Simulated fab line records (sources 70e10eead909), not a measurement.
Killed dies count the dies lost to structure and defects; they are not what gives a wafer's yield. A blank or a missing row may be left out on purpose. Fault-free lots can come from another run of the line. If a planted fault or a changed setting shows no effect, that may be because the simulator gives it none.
fab line records + flow nand_harc
[record]
- lots = 11
- wafers = 33
- last_day = 33
route steps=1302 shown A_ONON_D1@439 A_CHANNEL_HOLE_D1@467 END@1302
lots untouched by any fault: they come from a run of this same line in which no faults occurred
start_h: start of the lot's first displayed wafer, in hours after the record's first day + wait_h: hours from the lot's prior step to this one + " the same as in the row above + L1.1+2: several wafers, shown together as one row + - either no value or no given start + * or withheld: withheld + < > ~ a bound
route shown NAME@n: a module of which the file shows steps, and the number in the route of the first + usual: mean/standard deviation of fault-free wafers + same: alike in all rows + chamber/n: place in a boat + sites: each site's reading + _std_site: standard deviation of those values + _edge_site: outer sites' mean less inner sites' + radius_mm: how far each site lies from the wafer's centre + mask NAME#n: copy n + behind: the last tool/chamber to shape the wafer + hold: cause of the lot's hold/its duration in hours/its outcome + device: the n, p or np transistor that did not switch + end of line: the tests these same wafers got at the end of their route + a step given without rows: its recipe and nothing more + killed: count of dies lost to structure and defects at first sort (not the wafer's yield) + map: per-die view of a wafer (x killed, . not killed, _ where there is no die)
set.NAME: the run value of the setting; set.NAME@STEP: its run value at that earlier step + model.NAME: the simulator's own value behind a step, which no gauge read
a sample of lots followed through the steps of the route, with each step as a table and each wafer as a row
services: a tool's chamber out of use, with start hour (start_h, from the record's first day; less than 0 if before it), hours out, and reason
[[steps]]
[step NHARC_A_ONON_D1_THK_MEAS_21]
[recipe]
- thk_meas_gauge = ellipsometry
[usual]
- thk_nm = 1000/12
| lot.wafer | tool          | chamber | start_h | wait_h | thk_nm |
|-----------|---------------|---------|---------|--------|--------|
| L845.4    | film_metro-02 | -       | 190.79  | -      | 985    |
| L845.5    | "             | -       | "       | "      | 984    |
| L845.6    | "             | -       | "       | "      | 985    |
| L847.2    | film_metro-02 | -       | 215.48  | -      | 1004   |
| L847.4    | "             | -       | "       | "      | 1003   |
| L847.6    | "             | -       | "       | "      | 1004   |
| L848.1    | film_metro-01 | -       | 219.22  | -      | 999    |
| L848.3    | "             | -       | "       | "      | 1001   |
| L848.5    | "             | -       | "       | "      | 1000   |
| L851.1    | film_metro-01 | -       | 257.01  | -      | 1007   |
| L851.4    | "             | -       | "       | "      | 1006   |
| L851.6    | "             | -       | "       | "      | 1005   |
| L852.1    | film_metro-01 | -       | 270.89  | -      | 996    |
| L852.4    | "             | -       | "       | "      | 999    |
| L852.6    | "             | -       | "       | "      | 996    |
| L854.1    | film_metro-01 | -       | 282.62  | -      | 977    |
| L854.3    | "             | -       | "       | "      | 975    |
| L854.5    | "             | -       | "       | "      | 976    |
| L862.4    | film_metro-01 | -       | 364.46  | -      | 1003   |
| L862.5    | "             | -       | "       | "      | 1004   |
| L862.6    | "             | -       | "       | "      | 1003   |
| L863.1    | film_metro-02 | -       | 364.46  | -      | 979    |
| L863.3    | "             | -       | "       | "      | 977    |
| L863.4    | "             | -       | "       | "      | 977    |
| L864.1    | film_metro-01 | -       | 388.45  | -      | 1015   |
| L864.2    | "             | -       | "       | "      | 1016   |
| L864.6    | "             | -       | "       | "      | 1014   |
| L865.2    | film_metro-02 | -       | 388.47  | -      | 1015   |
| L865.5    | "             | -       | "       | "      | 1013   |
| L865.6    | "             | -       | "       | "      | 1014   |
| L866.1    | film_metro-02 | -       | 401.43  | -      | 989    |
| L866.2    | "             | -       | "       | "      | 990    |
| L866.5    | "             | -       | "       | "      | 990    |
[step NHARC_A_ONON_D1_THK_MEAS_34]
[recipe]
- thk_meas_gauge = ellipsometry
[usual]
- thk_nm = 199.6/2.5
| lot.wafer | tool          | chamber | start_h | wait_h | thk_nm |
|-----------|---------------|---------|---------|--------|--------|
| L845.4    | film_metro-01 | -       | 192.96  | -      | 200.0  |
| L845.5    | "             | -       | "       | "      | 201.5  |
| L845.6    | "             | -       | "       | "      | 204.4  |
| L847.2    | film_metro-01 | -       | 217.64  | -      | 200.3  |
| L847.4    | "             | -       | "       | "      | 200.5  |
| L847.6    | "             | -       | "       | "      | 202.7  |
| L848.1    | film_metro-02 | -       | 221.39  | -      | 203.6  |
| L848.3    | "             | -       | "       | "      | 203.1  |
| L848.5    | "             | -       | "       | "      | 203.4  |
| L851.1    | film_metro-02 | -       | 259.27  | -      | 197.6  |
| L851.4    | "             | -       | "       | "      | 201.2  |
| L851.6    | "             | -       | "       | "      | 202.4  |
| L852.1    | film_metro-02 | -       | 273.10  | -      | 198.6  |
| L852.4    | "             | -       | "       | "      | 199.8  |
| L852.6    | "             | -       | "       | "      | 201.4  |
| L854.1    | film_metro-02 | -       | 284.78  | -      | 195.9  |
| L854.3    | "             | -       | "       | "      | 196.7  |
| L854.5    | "             | -       | "       | "      | 198.5  |
| L862.4    | film_metro-01 | -       | 366.61  | -      | 201.3  |
| L862.5    | "             | -       | "       | "      | 199.7  |
| L862.6    | "             | -       | "       | "      | 202.9  |
| L863.1    | film_metro-02 | -       | 366.69  | -      | 196.6  |
| L863.3    | "             | -       | "       | "      | 195.3  |
| L863.4    | "             | -       | "       | "      | 198.5  |
| L864.1    | film_metro-01 | -       | 390.62  | -      | 198.3  |
| L864.2    | "             | -       | "       | "      | 199.0  |
| L864.6    | "             | -       | "       | "      | 201.6  |
| L865.2    | film_metro-02 | -       | 390.64  | -      | 196.1  |
| L865.5    | "             | -       | "       | "      | 199.3  |
| L865.6    | "             | -       | "       | "      | 202.0  |
| L866.1    | film_metro-02 | -       | 403.60  | -      | 195.3  |
| L866.2    | "             | -       | "       | "      | 196.6  |
| L866.5    | "             | -       | "       | "      | 199.8  |
[step NHARC_A_CHANNEL_HOLE_D1_ETCH_39]
[recipe]
- target_depth_a = 2600
- over_etch_frac = 0.3
- time_s = 325
- ion_energy_ev = 200
- n2_flow_sccm = 150
- h2_flow_sccm = 150
- ar_flow_sccm = 0
- rf_w = 400
- bias_w = 150
- chemistry = N2/H2
[usual]
- chamber_pressure_mTorr = 29.998/0.029
- drypump_motor_current_A = 6.0/0.35
- h2_flow_sccm = 149.9/0.53
- mfc_ar_sccm = 0.007/0.0096
- oes_product_au = 0.999/0.0076
- rf_fwd_power_W = 399.0/1.3
- rf_vpp_V = 430.4/2.5
- showerhead_plenum_p_Torr = 2.04/0.088
- throttle_valve_pct = 14.172/0.0085
| lot.wafer | tool        | chamber | start_h | wait_h | chamber_pressure_mTorr | drypump_motor_current_A | h2_flow_sccm | mfc_ar_sccm | oes_product_au | rf_fwd_power_W | rf_hours_counter_h | rf_vpp_V | showerhead_plenum_p_Torr | throttle_valve_pct |
|-----------|-------------|---------|---------|--------|------------------------|-------------------------|--------------|-------------|----------------|----------------|--------------------|----------|--------------------------|--------------------|
| L845.4    | rie_diel-07 | 2       | 198.35  | -      | 29.957                 | 5.6                     | 150.2        | 0           | 0.986          | 400.3          | 21                 | 429.5    | 2.05                     | 14.167             |
| L845.5    | "           | 3       | "       | "      | 30.027                 | 6.0                     | 149.6        | 0.018       | 0.992          | 400.3          | -                  | 433.8    | 2.11                     | 14.172             |
| L845.6    | "           | 0       | "       | "      | 29.990                 | 5.8                     | 150.8        | 0           | 0.987          | 399.3          | -                  | 434.5    | 2.15                     | 14.160             |
| L847.4    | rie_diel-12 | 1       | 220.70  | -      | 30.012                 | 5.7                     | 149.7        | 0           | 1.008          | 397.4          | 10                 | 428.9    | 2.01                     | 14.184             |
| L847.2    | "           | 0       | "       | "      | 29.971                 | 6.2                     | 150.7        | 0           | 1.001          | 397.9          | 12                 | 433.4    | 2.15                     | 14.165             |
| L847.6    | "           | 2       | "       | "      | 29.988                 | 6.3                     | 149.6        | 0.011       | 0.997          | 400.8          | -                  | 426.6    | 1.90                     | 14.175             |
| L848.1    | rie_diel-07 | 1       | 226.40  | -      | 29.994                 | 5.5                     | 149.1        | 0.021       | 1.008          | 397.8          | 31                 | 430.5    | 2.02                     | 14.187             |
| L848.3    | "           | 2       | "       | "      | 29.980                 | 5.6                     | 149.6        | 0           | 0.985          | 401.0          | 32                 | 429.0    | 2.05                     | 14.190             |
| L848.5    | "           | 2       | "       | "      | 30.025                 | 5.6                     | 149.8        | 0           | 0.989          | 401.8          | -                  | 430.2    | 2.05                     | 14.177             |
| L851.1    | rie_diel-12 | 1       | 266.20  | -      | 30.013                 | 5.7                     | 149.6        | 0           | 1.008          | 400.2          | 14                 | 429.2    | 2.00                     | 14.181             |
| L851.4    | "           | 2       | "       | "      | 29.972                 | 6.4                     | 150.8        | 0.011       | 0.998          | 398.7          | 14                 | 426.6    | 1.90                     | 14.179             |
| L851.6    | "           | 1       | "       | "      | 29.976                 | 5.7                     | 149.7        | 0           | 0.995          | 399.6          | -                  | 429.2    | 2.00                     | 14.167             |
| L852.1    | rie_diel-08 | 1       | 276.65  | -      | 29.985                 | 6.0                     | 149.8        | 0.044       | 1.002          | 397.6          | 27                 | 427.7    | 1.90                     | 14.147             |
| L852.4    | "           | 2       | "       | "      | 29.986                 | 5.4                     | 149.6        | 0.020       | 1.004          | 398.8          | 26                 | 428.3    | 1.97                     | 14.153             |
| L852.6    | "           | 3       | "       | "      | 29.982                 | 5.7                     | 148.4        | 0           | 0.987          | 399.8          | -                  | 429.9    | 2.01                     | 14.149             |
| L854.3    | rie_diel-12 | 2       | 289.03  | -      | 29.973                 | 6.3                     | 149.0        | 0.011       | 0.838          | 397.2          | 0                  | 427.1    | 1.90                     | 14.176             |
| L854.1    | "           | 3       | "       | "      | 30.035                 | 6.5                     | 150.8        | 0.005       | 0.998          | 399.5          | 0                  | 432.8    | 2.06                     | 14.168             |
| L854.5    | "           | 1       | "       | "      | 29.943                 | 5.7                     | 149.4        | 0           | 1.004          | 399.4          | -                  | 429.4    | 2.00                     | 14.179             |
| L862.4    | rie_diel-07 | 2       | 370.86  | -      | 29.987                 | 5.6                     | 149.9        | 0           | 0.984          | 399.9          | 20                 | 430.3    | 2.03                     | 14.159             |
| L862.5    | "           | 2       | "       | "      | 29.982                 | 5.6                     | 150.1        | 0           | 0.993          | 399.5          | -                  | 429.6    | 2.03                     | 14.169             |
| L862.6    | "           | 3       | "       | "      | 29.981                 | 6.0                     | 150.3        | 0.018       | 1.003          | 400.6          | -                  | 431.8    | 2.09                     | 14.182             |
| L863.3    | rie_diel-12 | 2       | 371.49  | -      | 29.993                 | 6.3                     | 149.5        | 0.011       | 0.990          | 397.9          | 8                  | 426.9    | 1.90                     | 14.175             |
| L863.1    | "           | 3       | "       | "      | 30.036                 | 6.5                     | 149.6        | 0.005       | 0.994          | 402.4          | 8                  | 430.0    | 2.05                     | 14.178             |
| L863.4    | "           | 0       | "       | "      | 29.980                 | 6.2                     | 150.1        | 0           | 1.002          | 396.9          | 9                  | 432.3    | 2.15                     | 14.171             |
| L864.2    | rie_diel-12 | 2       | 393.75  | -      | 29.997                 | 6.3                     | 149.9        | 0.011       | 0.995          | 400.5          | 10                 | 426.8    | 1.90                     | 14.160             |
| L864.1    | "           | 0       | "       | "      | 29.974                 | 6.3                     | 149.6        | 0           | 0.989          | 398.4          | 10                 | 432.5    | 2.15                     | 14.180             |
| L864.6    | "           | 1       | "       | "      | 30.023                 | 5.7                     | 150.3        | 0           | 1.002          | 398.9          | -                  | 428.9    | 2.00                     | 14.171             |
| L865.2    | rie_diel-08 | 0       | 393.90  | -      | 30.028                 | 5.3                     | 149.5        | 0           | 1.003          | 398.6          | 7                  | 434.1    | 2.17                     | 14.163             |
| L865.6    | "           | 3       | "       | "      | 29.982                 | 5.7                     | 150.6        | 0           | 0.996          | 402.0          | -                  | 429.5    | 1.99                     | 14.178             |
| L865.5    | "           | 0       | "       | "      | 30.022                 | 5.3                     | 149.5        | 0           | 1.008          | 400.9          | -                  | 434.5    | 2.17                     | 14.169             |
| L866.2    | rie_diel-12 | 0       | 407.45  | -      | 30.011                 | 6.2                     | 149.8        | 0           | 1.000          | 400.4          | 12                 | 432.6    | 2.14                     | 14.168             |
| L866.1    | "           | 1       | "       | "      | 29.990                 | 5.7                     | 150.4        | 0           | 0.998          | 397.9          | 12                 | 429.2    | 2.00                     | 14.169             |
| L866.5    | "           | 1       | "       | "      | 30.032                 | 5.7                     | 150.2        | 0           | 1.001          | 397.4          | -                  | 429.9    | 2.00                     | 14.171             |
[step NHARC_A_CHANNEL_HOLE_D1_ETCH_20]
[recipe]
- bias_v = 3000
- source_w = withheld
- pressure_mtorr = 20
- time_s = 361.9
- ar_flow_sccm = 375
- c4f8_flow_sccm = 89.3
- o2_flow_sccm = 35.7
- temp_c = -20
- target_depth_a = 16000
- chemistry = C4F8/O2/Ar
[usual]
- chamber_pressure_mTorr = 19.999/0.018
- drypump_motor_current_A = 5.8/0.55
- mfc_ar_sccm = 375.2/0.97
- showerhead_plenum_p_Torr = 3.62/0.12
- throttle_valve_pct = 32.154/0.0097
| lot.wafer | tool        | chamber | start_h | wait_h | chamber_pressure_mTorr | drypump_motor_current_A | mfc_ar_sccm | rf_hours_counter_h | showerhead_plenum_p_Torr | throttle_valve_pct |
|-----------|-------------|---------|---------|--------|------------------------|-------------------------|-------------|--------------------|--------------------------|--------------------|
| L845.4    | har_etch-01 | 1       | 201.95  | 0.2    | 20.001                 | 5.2                     | 374.3       | -                  | 3.73                     | 32.147             |
| L845.5    | "           | 0       | "       | "      | 20.028                 | 5.1                     | 374.4       | -                  | 3.56                     | 32.152             |
| L845.6    | "           | 1       | "       | "      | 19.992                 | 5.1                     | 375.9       | -                  | 3.73                     | 32.160             |
| L847.2    | har_etch-02 | 1       | 221.81  | 0.1    | 19.993                 | 6.1                     | 375.3       | 317                | 3.53                     | 32.152             |
| L847.4    | "           | 1       | "       | "      | 19.971                 | 6.0                     | 375.7       | -                  | 3.53                     | 32.142             |
| L847.6    | "           | 0       | "       | "      | 20.020                 | 6.4                     | 375.7       | -                  | 3.66                     | 32.143             |
| L848.1    | har_etch-02 | 0       | 229.83  | 0.1    | 20.006                 | 6.4                     | 375.3       | 325                | 3.65                     | 32.153             |
| L848.3    | "           | 0       | "       | "      | 19.995                 | 6.4                     | 374.4       | -                  | 3.65                     | 32.158             |
| L848.5    | "           | 0       | "       | "      | 19.977                 | 6.4                     | 374.8       | -                  | 3.65                     | 32.170             |
| L851.1    | har_etch-02 | 1       | 267.32  | 0.1    | 19.987                 | 6.0                     | 373.6       | 345                | 3.51                     | 32.153             |
| L851.4    | "           | 1       | "       | "      | 20.027                 | 6.0                     | 375.4       | -                  | 3.51                     | 32.154             |
| L851.6    | "           | 1       | "       | "      | 19.989                 | 6.0                     | 373.0       | -                  | 3.51                     | 32.162             |
| L852.1    | har_etch-02 | 0       | 278.11  | 0.1    | 19.999                 | 6.4                     | 373.2       | 348                | 3.64                     | 32.142             |
| L852.4    | "           | 0       | "       | "      | 20.021                 | 6.4                     | 375.1       | -                  | 3.64                     | 32.156             |
| L852.6    | "           | 1       | "       | "      | 19.983                 | 6.0                     | 376.1       | -                  | 3.51                     | 32.167             |
| L854.1    | har_etch-01 | 0       | 290.32  | 0.1    | 19.979                 | 5.1                     | 374.3       | 148                | 3.53                     | 32.164             |
| L854.3    | "           | 0       | "       | "      | 19.999                 | 5.1                     | 374.1       | -                  | 3.53                     | 32.150             |
| L854.5    | "           | 0       | "       | "      | 19.969                 | 5.1                     | 374.7       | -                  | 3.53                     | 32.157             |
| L863.1    | har_etch-02 | 0       | 372.64  | 0.1    | 20.045                 | 6.4                     | 374.8       | 410                | 3.61                     | 32.143             |
| L863.4    | "           | 1       | "       | "      | 19.980                 | 6.0                     | 374.7       | -                  | 3.49                     | 32.158             |
| L863.3    | "           | 0       | "       | "      | 19.997                 | 6.4                     | 375.1       | -                  | 3.61                     | 32.157             |
| L862.4    | har_etch-01 | 1       | 373.78  | 0.2    | 19.990                 | 5.2                     | 375.5       | -                  | 3.67                     | 32.169             |
| L862.6    | "           | 1       | "       | "      | 20.045                 | 5.2                     | 376.8       | -                  | 3.67                     | 32.153             |
| L862.5    | "           | 0       | "       | "      | 20.010                 | 5.1                     | 375.3       | -                  | 3.50                     | 32.161             |
| L864.2    | har_etch-02 | 0       | 398.29  | 0.1    | 20.009                 | 6.4                     | 377.3       | 4                  | 3.93                     | 32.153             |
| L864.1    | "           | 1       | "       | "      | 19.960                 | 6.0                     | 374.7       | 4                  | 3.93                     | 32.151             |
| L864.6    | "           | 1       | "       | "      | 20.012                 | 6.1                     | 376.6       | -                  | 3.93                     | 32.161             |
| L865.2    | har_etch-01 | 1       | 399.45  | 0.1    | 20.003                 | 5.1                     | 375.5       | 216                | 3.67                     | 32.144             |
| L865.6    | "           | 1       | "       | "      | 19.999                 | 5.1                     | 374.6       | -                  | 3.67                     | 32.168             |
| L865.5    | "           | 0       | "       | "      | 19.998                 | 5.1                     | 375.3       | -                  | 3.50                     | 32.143             |
| L866.2    | har_etch-02 | 1       | 411.16  | 0.1    | 19.982                 | 6.0                     | 375.5       | 15                 | 3.92                     | 32.144             |
| L866.1    | "           | 0       | "       | "      | 19.985                 | 6.4                     | 374.6       | 15                 | 3.92                     | 32.158             |
| L866.5    | "           | 1       | "       | "      | 19.975                 | 6.0                     | 375.0       | -                  | 3.92                     | 32.166             |
[step NHARC_END_SORT_01]
[recipe]
- temp_c = 25
[usual]
- killed_at_array = 60/21
- killed_at_other = 1.0/1.2
- killed_at_periphery = 4.2/2.8
- killed_dies = 65/20
- killed_open = 3.1/1.8
- killed_short = 2.6/1.6
[same]
- gross_dies = 677
| lot.wafer | tool      | chamber | start_h | wait_h | killed_at_array | killed_at_other | killed_at_periphery | killed_dies | killed_open | killed_short |
|-----------|-----------|---------|---------|--------|-----------------|-----------------|---------------------|-------------|-------------|--------------|
| L852.1    | prober-01 | 0       | 648.58  | 2.5    | 51              | 0               | 3                   | 54          | 0           | 3            |
| L852.4    | prober-01 | 0       | 651.01  | 3.4    | 56              | 2               | 4                   | 62          | 4           | 3            |
| L852.6    | prober-01 | 0       | 652.62  | 4.0    | 48              | 0               | 4                   | 52          | 2           | 4            |
| L854.1    | prober-02 | 0       | 662.71  | 2.5    | 38              | 1               | 7                   | 46          | 3           | 5            |
| L854.3    | prober-02 | 0       | 664.29  | 3.1    | 319             | 4               | 9                   | 332         | 5           | 0            |
| L854.5    | prober-02 | 0       | 665.87  | 3.7    | 41              | 1               | 11                  | 53          | 3           | 5            |
// killed by level:class
L852.1 A_CHANNEL_HOLE_D1:chamber_film_flake=38 A_SGD_CUT:chamber_film_flake=4 A_CHANNEL_HOLE_D2:unspecified=3 P_CONTACT:chamber_film_flake=2 P_M0:geometric_particle:short=1 A_CHANNEL_HOLE_D1:geometric_particle:short=1 A_CHANNEL_FILL_D2:geometric_particle:short=1 A_ZERO_WELL:chamber_film_flake=1
L852.4 A_CHANNEL_HOLE_D1:chamber_film_flake=37 A_CHANNEL_HOLE_D2:chamber_film_flake=3 A_SGD_CUT:chamber_film_flake=3 A_CONTACT:chamber_film_flake=3 THIN_TSV:chamber_film_flake=2 P_CONTACT:geometric_particle:open=1 P_M0:geometric_particle:open=1 A_CHANNEL_HOLE_D1:geometric_particle:short=1
L852.6 A_CHANNEL_HOLE_D1:chamber_film_flake=32 A_STAIRCASE:chamber_film_flake=3 A_SGD_CUT:chamber_film_flake=3 P_M0:geometric_particle:open=2 A_WL_FILL:geometric_particle:short=2 P_CONTACT:chamber_film_flake=2 A_ONON_D1:geometric_particle:short=1 A_CONTACT:geometric_particle:short=1
L854.1 A_SLIT:chamber_film_flake=12 A_CHANNEL_HOLE_D1:chamber_film_flake=10 A_STAIRCASE:chamber_film_flake=5 A_DECK1_JOINT:geometric_particle:short=2 A_WL_FILL:geometric_particle:short=2 P_BONDPAD:chamber_film_flake=2 A_CONTACT:chamber_film_flake=2 P_ZERO_WELL:geometric_particle:short=1
L854.3 A_CHANNEL_HOLE_D1:area_etch=284 A_SLIT:chamber_film_flake=16 A_CHANNEL_HOLE_D1:chamber_film_flake=6 A_STAIRCASE:chamber_film_flake=5 P_BONDPAD:chamber_film_flake=3 THIN_TSV:chamber_film_flake=3 P_CONTACT:geometric_particle:open=2 P_ZERO_WELL:chamber_film_flake=2
L854.5 A_SLIT:chamber_film_flake=17 A_CHANNEL_HOLE_D1:chamber_film_flake=8 A_STAIRCASE:chamber_film_flake=4 A_CONTACT:chamber_film_flake=4 P_CONTACT:geometric_particle:short=3 P_GATE:chamber_film_flake=2 A_ZERO_WELL:chamber_film_flake=2 A_CHANNEL_FILL_D2:chamber_film_flake=2
[[services]]
| tool        | chamber | start_h | hours | kind                          |
|-------------|---------|---------|-------|-------------------------------|
| rie_diel-07 | 1       | 189.88  | 3.8   | repair                        |
| rie_diel-08 | -       | 190.91  | 9.0   | pm                            |
| rie_diel-12 | 0       | 198.66  | -     | clean                         |
| rie_diel-12 | 2       | 255.51  | 5.7   | repair                        |
| rie_diel-07 | 3       | 261.24  | 14.4  | repair                        |
| rie_diel-12 | -       | 268.43  | 9.0   | pm                            |
| rie_diel-07 | -       | 294.56  | 9.0   | pm                            |
| rie_diel-12 | 1       | 300.33  | 3.0   | repair                        |
| har_etch-02 | 1       | 330.49  | -     | consumable_replace:focus_ring |
| har_etch-02 | 1       | 330.49  | 17.0  | scheduled_down                |
| har_etch-02 | 1       | 330.49  | 17.0  | vent_cycle                    |
| rie_diel-12 | 3       | 334.15  | 5.4   | repair                        |
| rie_diel-08 | -       | 367.91  | 9.0   | pm                            |
| rie_diel-07 | 1       | 374.61  | 3.3   | repair                        |
| har_etch-02 | -       | 377.00  | 17.0  | pm                            |
| har_etch-02 | 0       | 377.00  | 17.0  | vent_cycle                    |
| har_etch-02 | 1       | 377.00  | 17.0  | vent_cycle                    |
| rie_diel-07 | 0       | 388.16  | 14.9  | repair                        |
| har_etch-02 | 0       | 394.00  | -     | clean                         |
| har_etch-02 | 0       | 394.00  | -     | consumable_replace:focus_ring |
| har_etch-02 | 0       | 394.00  | -     | consumable_replace:showerhead |
| har_etch-02 | 1       | 394.00  | -     | clean                         |
| har_etch-02 | 1       | 394.00  | -     | consumable_replace:showerhead |
| rie_diel-08 | 2       | 409.45  | 4.7   | repair                        |
[[key]]
[first_sign]
- step = NHARC_A_CHANNEL_HOLE_D1_ETCH_39
- reading = oes_product_au
- direction = down
- sigmas = 21
- usual = 0.999
- struck = 0.838
[effect]
- step = NHARC_END_SORT_01
- reading = killed_dies
- direction = up
- sigmas = 13
- usual = 65
- struck = 332
[more_kills_born_at]
- NHARC_A_CHANNEL_HOLE_D1_ETCH_39@rie_diel-12 = 284
met_at NHARC_A_CHANNEL_HOLE_D1_ETCH_39
struck_lots L854
struck_wafers L854.3
tester_left_out L854
not_acting_at NHARC_A_ONON_D1_THK_MEAS_21,NHARC_A_ONON_D1_THK_MEAS_34,NHARC_A_CHANNEL_HOLE_D1_ETCH_20
onset_between 266.20 289.03
[fault]
- kind = process_parameter_drift
- tool = rie_diel-12
- chamber = 2
- onset_h = 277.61
- steps = NHARC_A_CHANNEL_HOLE_D1_ETCH_39
- channel = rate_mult
- offset = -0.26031
- shape = step
- end_h = 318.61
// tester_left_out: of these lots the tester's yield and bins aren't shown, on N5 and GAA mostly nor the transistor test; their killed dies are dies lost to structure and defects alone, not to doping, threshold or leakage, so they don't give the yield
